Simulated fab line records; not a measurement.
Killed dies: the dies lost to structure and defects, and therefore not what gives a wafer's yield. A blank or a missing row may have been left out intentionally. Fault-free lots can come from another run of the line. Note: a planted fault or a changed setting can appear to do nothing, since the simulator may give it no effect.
fab line records	flow n5-finfet
record lots=7	wafers=21	last-day=17
route steps=1938 shown BEOL_M2@868 BEOL_M4@1111 PASSIVATION@1936
lots with no fault: from the same line, run without faults
start-h: hours from the record's opening day to when the first of the lot's shown wafers began	wait-h: hours elapsed since this lot's preceding step	" identical to the entry in the row above	L1.1+2: one row covering several wafers at once	- value missing, or start not given	* or withheld: withheld	< > ~ a bound
route shown NAME@n: a module of which the file shows steps, and the number in the route of the first	usual: average and standard deviation across the fault-free wafers	same: alike in all rows	chamber/n: place in a boat	sites: per-site readings	_std_site: standard deviation across them	_edge_site: outer sites' mean less inner sites'	radius-mm: how far each site lies from the wafer's centre	mask NAME#n: copy n	behind: the last tool/chamber to shape the wafer	hold: cause of the lot's hold/its duration in hours/its outcome	device: the n, p or np transistor that did not switch	end of line: the tests these same wafers got at the end of their route	a step with no rows: only its recipe	killed: count of dies lost to structure and defects at first sort (not the wafer's yield)	map: a wafer's dies, x killed, . not, _ none there
set.NAME: the run value of the setting; set.NAME@STEP: its run value at that earlier step	model.NAME: the simulator's own value behind a step, which no gauge read
lots at selected steps of the route; one table per step, one row per wafer
services: from which hour (start-h, from the record's first day; less than 0 if before it) a tool's chamber was out of use, for how many hours, and why
## steps
# step N5_BEOL_M2_COAT_68
# recipe resist=SiARC	temp-c=220	time-s=60	spin-rpm=1500	resist-thk-nm=12
# step N5_BEOL_M2_COAT_76
# recipe resist=underlayer	temp-c=205	time-s=60	spin-rpm=1500	resist-thk-nm=5
# step N5_BEOL_M2_COAT_22
# recipe resist=CAR-EUV	spin-rpm=1500	resist-thk-nm=30
# step N5_BEOL_M2_EBR_24
# recipe solvent=PGMEA	ebr-width-mm=1.5
# step N5_BEOL_M2_SOFTBAKE_23
# recipe temp-c=110	time-s=60	resist=CAR-EUV
# step N5_BEOL_M2_EXPOSE_25
# recipe mask-id=V1	na=0.33	source-shape=quasar	sigma-inner=0.2	sigma-outer=0.8	polarization=unpolarized	defocus-nm=5	dose-mj=63
# step N5_BEOL_M2_PEB_26
# recipe peb-temp-c=100	peb-time-s=60	resist=CAR-EUV
# step N5_BEOL_M2_DEVELOP_27
# recipe develop-time-s=30	developer=TMAH	resist=CAR-EUV	rinse-liquid=surfactant-rinse	dry=air-spin	dev-temp-c=23
# step N5_BEOL_M2_CD_MEAS_28
# recipe target-cd-nm=26.2	landing-energy-ev=500	detector=se-inlens	target-cd-y-nm=24.1	polarity=opening
# usual cd-nm=26.24/0.28
# same landing-energy-ev=500
lot.wafer	tool	chamber	start-h	wait-h	cd-nm
L262.3	cd-sem-01	0	157.63	-	25.88
L262.4	"	0	"	"	26.17
L262.5	"	0	"	"	26.22
L263.2	cd-sem-02	0	162.73	-	26.05
L263.3	"	0	"	"	26.16
L263.6	"	0	"	"	26.62
L264.1	cd-sem-02	0	174.63	-	25.92
L264.2	"	0	"	"	26.17
L264.6	"	0	"	"	25.86
L265.3	cd-sem-01	0	181.60	-	26.55
L265.4	"	0	"	"	26.13
L265.6	"	0	"	"	25.93
L267.1	cd-sem-01	0	188.05	-	26.22
L267.3	"	0	"	"	26.16
L267.5	"	0	"	"	26.11
L279.1	cd-sem-01	0	256.85	-	26.58
L279.2	"	0	"	"	26.21
L279.3	"	0	"	"	26.27
L280.1	cd-sem-02	0	265.09	-	25.96
L280.4	"	0	"	"	26.36
L280.6	"	0	"	"	26.08
# step N5_BEOL_M2_OVL_MEAS_29
# recipe points-per-wafer=522
# usual V1_OVL=-0.2/0.57
lot.wafer	tool	chamber	start-h	wait-h	V1_OVL[nm]
L262.3	overlay-01	0	157.67	0.0	-0.9
L262.4	"	0	"	"	-0.9
L262.5	"	0	"	"	-1.5
L263.2	overlay-02	0	162.76	0.0	-0.1
L263.3	"	0	"	"	-0.7
L263.6	"	0	"	"	-0.8
L264.1	overlay-01	0	174.66	0.0	0.0
L264.2	"	0	"	"	0.0
L264.6	"	0	"	"	0.6
L265.3	overlay-01	0	181.64	0.0	-1.3
L265.4	"	0	"	"	-0.9
L265.6	"	0	"	"	-0.8
L267.1	overlay-01	0	188.09	0.0	-1.0
L267.3	"	0	"	"	-0.2
L267.5	"	0	"	"	-0.2
L279.1	overlay-02	0	256.88	0.0	0.1
L279.2	"	0	"	"	0.0
L279.3	"	0	"	"	0.0
L280.1	overlay-02	0	265.12	0.0	0.6
L280.4	"	0	"	"	-0.5
L280.6	"	0	"	"	0.2
# step N5_BEOL_M2_INSPECT_30
# recipe mode=adi	inspect-instrument=brightfield
# usual raw-defect-count=423/97
lot.wafer	tool	chamber	start-h	wait-h	raw-defect-count
L262.3	defect-inspect-01	-	157.72	0.0	432
L262.4	"	-	"	"	392
L262.5	"	-	"	"	350
L263.2	defect-inspect-02	-	162.82	0.0	521
L263.3	"	-	"	"	721
L263.6	"	-	"	"	418
L264.1	defect-inspect-01	-	174.72	0.1	524
L264.2	"	-	"	"	596
L264.6	"	-	"	"	696
L265.3	defect-inspect-01	-	181.69	0.0	400
L265.4	"	-	"	"	393
L265.6	"	-	"	"	621
L267.1	defect-inspect-01	-	188.14	0.1	335
L267.3	"	-	"	"	402
L267.5	"	-	"	"	403
L279.1	defect-inspect-01	-	256.94	0.1	576
L279.2	"	-	"	"	654
L279.3	"	-	"	"	497
L280.1	defect-inspect-02	-	265.17	0.1	463
L280.4	"	-	"	"	405
L280.6	"	-	"	"	375
# step N5_BEOL_M2_DESCUM_33
# recipe chemistry=O2	time-s=7	source-power-w=50	bias-power-w=20	pressure-mtorr=20	rf-frequency-hz=2.712e+07	temp-c=40	resist=CAR-EUV	o2-flow-sccm=225
# usual drypump-motor-current-A=5.8/0.63	oes-product-au=0.78/0.091	rf-vpp-V=242.8/1.4	showerhead-plenum-p-Torr=2.07/0.074	throttle-valve-pct=20.42/0.24
lot.wafer	tool	chamber	start-h	wait-h	drypump-motor-current-A	oes-product-au	rf-hours-counter-h	rf-vpp-V	showerhead-plenum-p-Torr	throttle-valve-pct
L262.3	rie-diel-05	1	157.85	0.1	6.0	0.84	59	243.2	2.05	20.56
L262.4	"	1	"	"	6.0	0.85	-	244.5	2.05	20.56
L262.5	"	2	"	"	5.6	0.79	-	242.6	2.11	20.44
L263.2	rie-diel-05	2	162.85	0.0	5.6	0.78	132	243.5	2.11	20.45
L263.3	"	0	"	"	5.3	0.67	219	244.8	2.17	20.55
L263.6	"	3	"	"	6.7	0.72	-	241.0	1.98	20.56
L264.1	rie-diel-05	2	174.75	0.0	5.6	0.78	136	243.0	2.11	20.45
L264.2	"	1	"	"	6.0	0.84	64	243.4	2.05	20.59
L264.6	"	1	"	"	6.0	0.85	-	242.4	2.05	20.57
L265.3	rie-diel-05	2	182.06	0.4	5.6	0.77	138	242.3	2.11	20.46
L265.4	"	0	"	"	5.3	0.67	226	244.3	2.17	20.55
L265.6	"	3	"	"	6.7	0.72	-	241.9	1.97	20.56
L267.1	rie-diel-05	2	188.25	0.1	5.6	0.78	141	243.5	2.10	20.45
L267.3	"	3	"	"	6.7	0.72	208	239.7	1.97	20.57
L267.5	"	3	"	"	6.7	0.72	-	242.6	1.97	20.57
L279.1	rie-diel-01	3	256.97	0.0	5.9	0.95	11	243.3	2.13	20.00
L279.2	"	0	"	"	6.2	0.91	33	244.5	2.22	19.93
L279.3	"	2	"	"	6.7	0.73	200	243.7	2.10	20.51
L280.1	rie-diel-06	0	265.21	0.0	6.4	0.71	189	242.4	2.00	20.71
L280.4	"	3	"	"	4.8	0.73	169	241.6	1.99	20.32
L280.6	"	2	"	"	5.4	0.80	-	243.3	2.01	20.09
# step N5_BEOL_M2_ETCH_77
# recipe chemistry=N2/H2	target=underlayer	target-depth-a=65	mask-material=CAR-EUV	time-s=5.2	ion-energy-ev=200	pressure-mtorr=30	source-w=840	bias-w=150	n2-flow-sccm=200	h2-flow-sccm=200	ends=cleared
# usual bias-w=150.0/0.48	drypump-motor-current-A=5.8/0.64	etch-rf-on-time-s=5.23/0.13	oes-product-au=0.67/0.078	rf-vpp-V=523.0/2.5	showerhead-plenum-p-Torr=2.52/0.087	throttle-valve-pct=17.87/0.2
lot.wafer	tool	chamber	start-h	wait-h	bias-w	drypump-motor-current-A	etch-rf-on-time-s	oes-product-au	rf-hours-counter-h	rf-vpp-V	showerhead-plenum-p-Torr	throttle-valve-pct
L262.3	rie-diel-05	1	157.89	0.0	150.6	5.9	5.07	0.73	59	522.2	2.49	17.99
L262.4	"	1	"	"	150.0	5.9	5.08	0.71	-	522.1	2.49	18.03
L262.5	"	2	"	"	149.9	5.6	5.22	0.66	-	523.4	2.54	17.73
L263.2	rie-diel-05	2	162.89	0.0	150.2	5.6	5.16	0.66	132	526.2	2.54	17.72
L263.3	"	0	"	"	149.5	5.3	5.44	0.57	219	526.6	2.63	18.00
L263.6	"	3	"	"	149.8	6.8	5.31	0.61	-	520.3	2.41	18.05
L264.1	rie-diel-05	2	174.79	0.0	149.7	5.6	7.01	0.57	136	524.9	2.53	17.72
L264.2	"	1	"	"	149.6	6.0	6.81	0.62	64	521.7	2.49	18.02
L264.6	"	1	"	"	150.2	5.9	6.79	0.61	-	522.2	2.49	18.01
L265.3	rie-diel-05	2	182.09	0.0	150.1	5.6	7.08	0.57	138	524.9	2.53	17.72
L265.4	"	0	"	"	149.4	5.3	7.33	0.49	226	525.2	2.63	18.01
L265.6	"	3	"	"	150.7	6.7	7.09	0.52	-	521.1	2.41	18.04
L267.1	rie-diel-05	2	188.28	0.0	149.4	5.6	7.03	0.57	141	524.0	2.53	17.73
L267.3	"	3	"	"	151.0	6.7	7.08	0.52	208	520.9	2.41	18.04
L267.5	"	3	"	"	150.6	6.8	7.15	0.52	-	519.2	2.41	18.03
L279.1	rie-diel-01	3	257.00	0.0	150.2	5.9	5.06	0.81	11	526.0	2.59	17.45
L279.2	"	0	"	"	150.0	6.1	5.08	0.78	33	526.3	2.71	17.65
L279.3	"	2	"	"	150.9	6.7	5.24	0.62	200	522.8	2.53	17.89
L280.1	rie-diel-06	0	265.24	0.0	149.7	6.4	5.38	0.61	189	520.2	2.43	18.06
L280.4	"	3	"	"	149.2	4.8	5.11	0.63	169	520.8	2.44	17.96
L280.6	"	2	"	"	149.8	5.3	5.33	0.67	-	521.2	2.46	17.64
# step N5_BEOL_M2_ETCH_69
# recipe chemistry=CF4	target=SiARC	target-depth-a=156	mask-material=CAR-EUV	time-s=26	ion-energy-ev=80	pressure-mtorr=40	source-w=545	bias-w=36	Ar_flow_sccm=100	cf4-flow-sccm=100	ends=cleared
# usual bias-w=36.01/0.1	drypump-motor-current-A=5.8/0.63	etch-rf-on-time-s=26.0/0.63	oes-product-au=0.67/0.078	rf-vpp-V=183.8/1.1	showerhead-plenum-p-Torr=2.12/0.068	throttle-valve-pct=15.58/0.24
lot.wafer	tool	chamber	start-h	wait-h	bias-w	drypump-motor-current-A	etch-rf-on-time-s	oes-product-au	rf-hours-counter-h	rf-vpp-V	showerhead-plenum-p-Torr	throttle-valve-pct
L262.3	rie-diel-05	1	157.90	0.0	35.79	6.0	25.2	0.73	59	184.6	2.09	15.58
L262.4	"	1	"	"	35.97	6.0	25.1	0.73	-	183.3	2.09	15.57
L262.5	"	2	"	"	36.02	5.6	26.0	0.66	-	183.9	2.15	15.58
L263.2	rie-diel-05	2	162.90	0.0	35.84	5.6	25.8	0.67	132	185.7	2.15	15.60
L263.3	"	0	"	"	35.83	5.3	26.9	0.58	219	185.3	2.20	15.72
L263.6	"	3	"	"	35.93	6.7	26.1	0.62	-	182.8	2.04	15.79
L264.1	rie-diel-05	2	174.80	0.0	36.11	5.6	26.7	0.65	136	184.3	2.15	15.59
L264.2	"	1	"	"	35.87	6.0	25.5	0.72	64	184.2	2.08	15.60
L264.6	"	1	"	"	35.86	5.9	25.3	0.73	-	184.6	2.08	15.58
L265.3	rie-diel-05	2	182.11	0.0	36.01	5.6	26.1	0.66	138	184.2	2.15	15.60
L265.4	"	0	"	"	36.16	5.3	27.1	0.57	226	183.7	2.20	15.72
L265.6	"	3	"	"	36.11	6.7	26.5	0.61	-	183.0	2.04	15.82
L267.1	rie-diel-05	2	188.30	0.0	35.90	5.6	26.2	0.66	141	183.9	2.15	15.62
L267.3	"	3	"	"	35.97	6.7	26.3	0.61	208	183.4	2.04	15.81
L267.5	"	3	"	"	35.99	6.7	26.3	0.62	-	184.8	2.04	15.82
L279.1	rie-diel-01	3	257.02	0.0	36.21	5.9	25.0	0.80	11	185.5	2.18	15.23
L279.2	"	0	"	"	36.07	6.2	25.2	0.79	33	185.2	2.26	15.13
L279.3	"	2	"	"	35.93	6.7	26.2	0.63	200	183.8	2.13	15.65
L280.1	rie-diel-06	0	265.26	0.0	36.20	6.5	26.3	0.61	189	183.3	2.05	15.86
L280.4	"	3	"	"	35.96	4.8	25.2	0.64	169	183.8	2.04	15.57
L280.6	"	2	"	"	36.05	5.3	26.3	0.69	-	182.0	2.07	15.30
# step N5_BEOL_M4_RC_MEAS_101
# usual DIBL_N=36.5/2	DIBL_P=36.5/2.3	IOFF_N=0.16/0.036	IOFF_P=0.21/0.037	ION_N=672/12	ION_P=459/7.1	SS_N=71.6/0.73	SS_P=73.4/0.76	VT_N=250/3.3	VT_P=-250.5/2.9
lot.wafer	tool	chamber	start-h	wait-h	DIBL_N[mV/V]	DIBL_P[mV/V]	IOFF_N[nA/um]	IOFF_P[nA/um]	ION_N[uA/um]	ION_P[uA/um]	SS_N[mV/dec]	SS_P[mV/dec]	VT_N[mV]	VT_P[mV]
L263.2	prober-01	0	195.08	0.2	33.8	33.6	0.12	0.17	663	459	70.6	72.7	254	-252.6
L263.3	"	0	"	"	33.8	33.8	0.13	0.18	676	461	70.0	73.0	251	-252.3
L263.6	"	0	"	"	34.6	33.9	0.13	0.17	670	459	70.1	73.0	255	-252.6
L262.3	prober-01	0	199.73	0.3	36.9	35.4	0.15	0.18	661	446	71.9	73.3	252	-254.4
L262.4	"	0	"	"	34.8	33.5	0.12	0.17	655	448	70.8	72.5	253	-254.3
L262.5	"	0	"	"	39.9	40.3	0.22	0.28	683	467	71.9	74.7	245	-246.8
L264.1	prober-02	0	201.65	0.0	36.4	34.9	0.16	0.21	673	462	71.0	73.2	248	-249.7
L264.2	"	0	"	"	36.3	34.2	0.18	0.21	690	467	71.5	72.9	245	-250.3
L264.6	"	0	"	"	38.9	37.4	0.23	0.27	687	466	72.2	74.3	245	-246.5
L265.3	prober-01	0	223.63	0.3	32.9	33.1	0.10	0.15	651	450	70.4	72.3	255	-253.9
L265.4	"	0	"	"	38.1	38.9	0.19	0.24	676	461	72.7	73.7	248	-247.5
L265.6	"	0	"	"	35.0	34.4	0.13	0.17	664	453	71.4	73.5	254	-252.8
L267.1	prober-02	0	229.43	0.0	35.0	35.5	0.13	0.18	672	459	71.7	72.7	250	-250.2
L267.3	"	0	"	"	32.3	32.5	0.11	0.15	662	457	71.0	72.0	253	-253.1
L267.5	"	0	"	"	35.6	37.0	0.16	0.22	679	464	71.3	73.5	247	-247.0
L279.1	prober-01	0	297.09	0.1	36.4	36.7	0.16	0.22	673	460	71.3	73.1	250	-250.8
L279.2	"	0	"	"	39.6	40.7	0.24	0.29	696	467	72.8	74.5	242	-244.7
L279.3	"	0	"	"	34.6	35.0	0.13	0.18	672	457	71.8	72.6	252	-252.3
L280.1	prober-01	0	309.25	0.0	37.3	40.0	0.21	0.28	689	471	71.6	74.9	245	-244.4
L280.4	"	0	"	"	38.8	39.3	0.26	0.27	668	460	73.0	74.5	246	-246.3
L280.6	"	0	"	"	36.9	38.2	0.20	0.26	683	466	71.9	73.5	247	-247.0
# step N5_PASSIVATION_PROBE_49
# usual defect-limited-yield=91.4/1.4	killed_at_M0_to_M3=33/11	killed_at_M4_up=13/5.3	killed-at-contacts=13/6.1	killed-at-front-end=40/11	killed-at-other=2.9/2.7	killed-dies=102/17	killed-on-rim=14/4.2	killed-open=68/13	killed-short=32/7.5	sort_bin_5_function=5.1/0.98	sort_bin_6_memory=3.2/0.69	sort-n-pass=1077/21	sort-yield-pct=91.3/1.7
# same gross-dies=1180	killed-at-back-side=0	sort_bin_4_leakage[%]=0	sort_bin_8_speed[%]=0
lot.wafer	tool	chamber	start-h	wait-h	defect-limited-yield[%]	killed_at_M0_to_M3	killed_at_M4_up	killed-at-contacts	killed-at-front-end	killed-at-other	killed-dies	killed-on-rim	killed-open	killed-short	sort_bin_5_function[%]	sort_bin_6_memory[%]	sort-n-pass	sort-yield-pct[%]
L262.3	prober-02	-	316.87	0.1	92.1	29	10	7	44	3	93	12	67	23	4.7	2.9	1087	92.1
L262.4	prober-02	-	316.92	0.2	89.6	45	18	14	44	2	123	23	79	41	7.4	2.6	1057	89.6
L262.5	prober-02	-	316.97	0.2	91.7	40	12	10	34	2	98	13	59	39	4.9	3.0	1082	91.7
L264.1	prober-02	-	320.44	0.0	90.6	32	26	17	32	4	111	16	86	25	5.9	3.4	1069	90.6
L264.2	prober-02	-	320.49	0.1	91.6	44	15	18	21	1	99	18	61	37	5.6	2.4	1081	91.6
L264.6	prober-02	-	320.69	0.3	92.8	21	18	16	29	1	85	11	56	28	4.4	2.5	1095	92.8
L265.3	prober-02	-	340.63	0.1	91.4	48	7	4	41	1	101	10	61	37	5.7	2.6	1079	91.4
L265.4	prober-02	-	340.68	0.2	88.6	44	17	19	53	2	135	16	86	47	7.0	3.9	1045	88.6
L265.6	prober-02	-	340.78	0.3	89.7	49	21	12	35	5	122	20	75	45	6.3	3.8	1058	89.7
L267.1	prober-01	-	349.32	0.0	93.2	23	14	6	36	1	80	11	52	27	4.4	2.2	1100	93.2
L267.3	prober-01	-	349.42	0.1	92.9	27	16	14	27	0	84	10	45	33	4.4	2.5	1096	92.9
L267.5	prober-01	-	349.52	0.2	95.0	22	3	3	30	1	59	7	34	24	2.8	2.0	1121	95.0
L280.1	prober-02	-	419.58	0.0	91.0	13	24	9	51	9	106	18	76	29	5.6	3.1	1074	91.0
L280.4	prober-02	-	419.73	0.2	91.1	24	21	11	43	6	105	18	62	40	4.7	3.6	1075	91.1
L280.6	prober-02	-	419.83	0.3	90.9	29	22	9	43	4	107	14	76	29	5.8	3.1	1073	90.9
# killed by level:class
L262.3 STI_FIN_REVEAL:geometric-particle:open=8 BEOL_M0_SAQP:geometric-particle:open=8 BEOL_M3:geometric-particle:open=7 MOL_CONTACT_COAG:geometric-particle:open=6 BEOL_M1:geometric-particle:open=5 GATE_CUT:geometric-particle:short=5 BEOL_M2:geometric-particle:open=5 FIN_SAQP:geometric-particle:open=4
L262.4 MOL_CONTACT_COAG:geometric-particle:open=13 STI_FIN_REVEAL:geometric-particle:open=12 BEOL_M0_SAQP:geometric-particle:open=12 BEOL_M0_SAQP:geometric-particle:short=10 BEOL_M4:geometric-particle:open=8 FIN_SAQP:geometric-particle:open=7 BEOL_M1:geometric-particle:open=6 FIN_SAQP:geometric-particle:short=5
L262.5 BEOL_M0_SAQP:geometric-particle:open=11 BEOL_M0_SAQP:geometric-particle:short=10 FIN_SAQP:geometric-particle:open=8 BEOL_M3:geometric-particle:open=8 MOL_CONTACT_COAG:geometric-particle:open=7 FIN_SAQP:geometric-particle:short=6 STI_FIN_REVEAL:geometric-particle:open=6 BEOL_M1:geometric-particle:open=5
L264.1 BEOL_M4:geometric-particle:open=18 BEOL_M0_SAQP:geometric-particle:open=13 MOL_CONTACT_COAG:geometric-particle:open=12 STI_FIN_REVEAL:geometric-particle:open=9 BEOL_M1:geometric-particle:open=7 BEOL_M3:geometric-particle:open=6 MOL_CONTACT_COAG:geometric-particle:short=5 FIN_SAQP:geometric-particle:open=4
L264.2 MOL_CONTACT_COAG:geometric-particle:open=16 BEOL_M0_SAQP:geometric-particle:short=12 GATE_CUT:geometric-particle:short=8 BEOL_M0_SAQP:geometric-particle:open=8 BEOL_M4:geometric-particle:open=7 BEOL_M3:geometric-particle:open=5 BEOL_M2:geometric-particle:open=5 BEOL_M5:geometric-particle:open=5
L264.6 MOL_CONTACT_COAG:geometric-particle:open=15 BEOL_M4:geometric-particle:short=7 BEOL_M1:geometric-particle:open=6 BEOL_M4:geometric-particle:open=6 GATE_CUT:geometric-particle:short=5 BEOL_M5:geometric-particle:open=5 FIN_SAQP:geometric-particle:short=4 STI_FIN_REVEAL:geometric-particle:open=4
L265.3 BEOL_M0_SAQP:geometric-particle:open=14 STI_FIN_REVEAL:geometric-particle:open=9 BEOL_M1:geometric-particle:open=8 BEOL_M3:geometric-particle:open=8 GATE_CUT:geometric-particle:short=7 BEOL_M0_SAQP:geometric-particle:short=7 FIN_SAQP:geometric-particle:open=6 FIN_SAQP:geometric-particle:short=6
L265.4 MOL_CONTACT_COAG:geometric-particle:open=15 BEOL_M2:geometric-particle:open=14 STI_FIN_REVEAL:geometric-particle:open=12 FIN_SAQP:geometric-particle:open=11 FIN_SAQP:geometric-particle:short=10 BEOL_M0_SAQP:geometric-particle:short=9 BEOL_M0_SAQP:geometric-particle:open=9 BEOL_M4:geometric-particle:open=7
L265.6 BEOL_M0_SAQP:geometric-particle:short=14 BEOL_M4:geometric-particle:open=12 BEOL_M2:geometric-particle:open=10 MOL_CONTACT_COAG:geometric-particle:open=9 BEOL_M0_SAQP:geometric-particle:open=9 FIN_SAQP:geometric-particle:open=7 FIN_SAQP:geometric-particle:short=6 BEOL_M2:geometric-particle:short=6
L267.1 STI_FIN_REVEAL:geometric-particle:open=13 BEOL_M0_SAQP:geometric-particle:short=9 DUMMY_GATE:geometric-particle:open=8 FIN_SAQP:geometric-particle:short=5 MOL_CONTACT_COAG:geometric-particle:open=5 BEOL_M0_SAQP:geometric-particle:open=4 BEOL_M2:geometric-particle:open=4 BEOL_M8:geometric-particle:open=4
L267.3 BEOL_M0_SAQP:geometric-particle:short=10 MOL_CONTACT_COAG:geometric-particle:open=7 MOL_CONTACT_COAG:geometric-particle:short=7 BEOL_M4:geometric-particle:open=7 FIN_SAQP:geometric-particle:open=6 STI_FIN_REVEAL:geometric-particle:open=6 BEOL_M0_SAQP:geometric-particle:open=6 FIN_SAQP:geometric-particle:short=4
L267.5 FIN_SAQP:geometric-particle:short=9 BEOL_M0_SAQP:geometric-particle:open=6 STARTING-WAFER:geometric-particle:short=5 FIN_SAQP:geometric-particle:open=4 BEOL_M1:geometric-particle:open=4 DUMMY_GATE:geometric-particle:open=3 MOL_CONTACT_COAG:geometric-particle:open=3 BEOL_M2:geometric-particle:open=3
L280.1 STI_FIN_REVEAL:geometric-particle:open=15 BEOL_M4:geometric-particle:open=14 FIN_SAQP:geometric-particle:open=13 FIN_SAQP:geometric-particle:short=10 MOL_CONTACT_COAG:geometric-particle:open=7 STARTING-WAFER:geometric-particle:open=5 BEOL_M0:geometric-particle:open=4 BEOL_M3:geometric-particle:open=4
L280.4 FIN_SAQP:geometric-particle:open=10 FIN_SAQP:geometric-particle:short=10 GATE_CUT:geometric-particle:short=8 BEOL_M0_SAQP:geometric-particle:open=7 MOL_CONTACT_COAG:geometric-particle:short=6 BEOL_M0:geometric-particle:open=6 BEOL_M4:geometric-particle:open=6 MOL_CONTACT_COAG:geometric-particle:open=5
L280.6 FIN_SAQP:geometric-particle:open=12 FIN_SAQP:geometric-particle:short=10 BEOL_M4:geometric-particle:open=10 MOL_CONTACT_COAG:geometric-particle:open=8 BEOL_M1:geometric-particle:open=7 BEOL_M0:geometric-particle:open=6 GATE_CUT:geometric-particle:short=5 STI_FIN_REVEAL:geometric-particle:open=5
## services
tool	chamber	start-h	hours	kind
rie-diel-01	0	153.21	-	clean
rie-diel-01	0	153.21	-	consumable-replace:focus-ring
rie-diel-01	0	153.21	-	consumable-replace:showerhead
rie-diel-01	0	153.21	21.3	scheduled-down
rie-diel-01	0	153.21	21.3	vent-cycle
rie-diel-05	0	156.68	4.6	repair
rie-diel-06	1	173.05	-	clean
rie-diel-06	1	173.05	-	consumable-replace:focus-ring
rie-diel-06	1	173.05	16.4	scheduled-down
rie-diel-06	1	173.05	16.4	vent-cycle
rie-diel-06	0	176.57	2.9	repair
rie-diel-01	3	183.44	7.2	repair
rie-diel-01	3	190.78	-	clean
rie-diel-01	3	190.78	-	consumable-replace:esc
rie-diel-01	3	190.78	-	consumable-replace:focus-ring
rie-diel-06	1	199.25	14.5	repair
rie-diel-06	-	209.18	0.3	repair
rie-diel-06	-	210.01	4.8	repair
rie-diel-06	1	216.20	8.8	repair
rie-diel-06	2	216.94	4.0	repair
rie-diel-06	0	227.20	14.4	repair
rie-diel-05	-	236.83	0.2	repair
rie-diel-06	2	241.76	6.5	repair
rie-diel-01	1	255.42	3.4	repair
## key
first-sign step=N5_BEOL_M2_ETCH_77	reading=etch-rf-on-time-s	direction=up	sigmas=14	usual=*	struck=*
effect step=N5_BEOL_M2_ETCH_77	reading=oes-product-au	direction=down	sigmas=1.5	usual=0.67	struck=0.55
met-at N5_BEOL_M2_ETCH_77
struck-wafers L264.1,L264.2,L264.6,L265.3,L265.4,L265.6,L267.1,L267.3,L267.5
onset-between 162.89 174.79
fault kind=process-parameter-drift	tool=rie-diel-05	chamber=-	onset-h=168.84	steps=N5_BEOL_M2_ETCH_77	channel=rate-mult	offset=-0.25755	shape=step	end-h=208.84
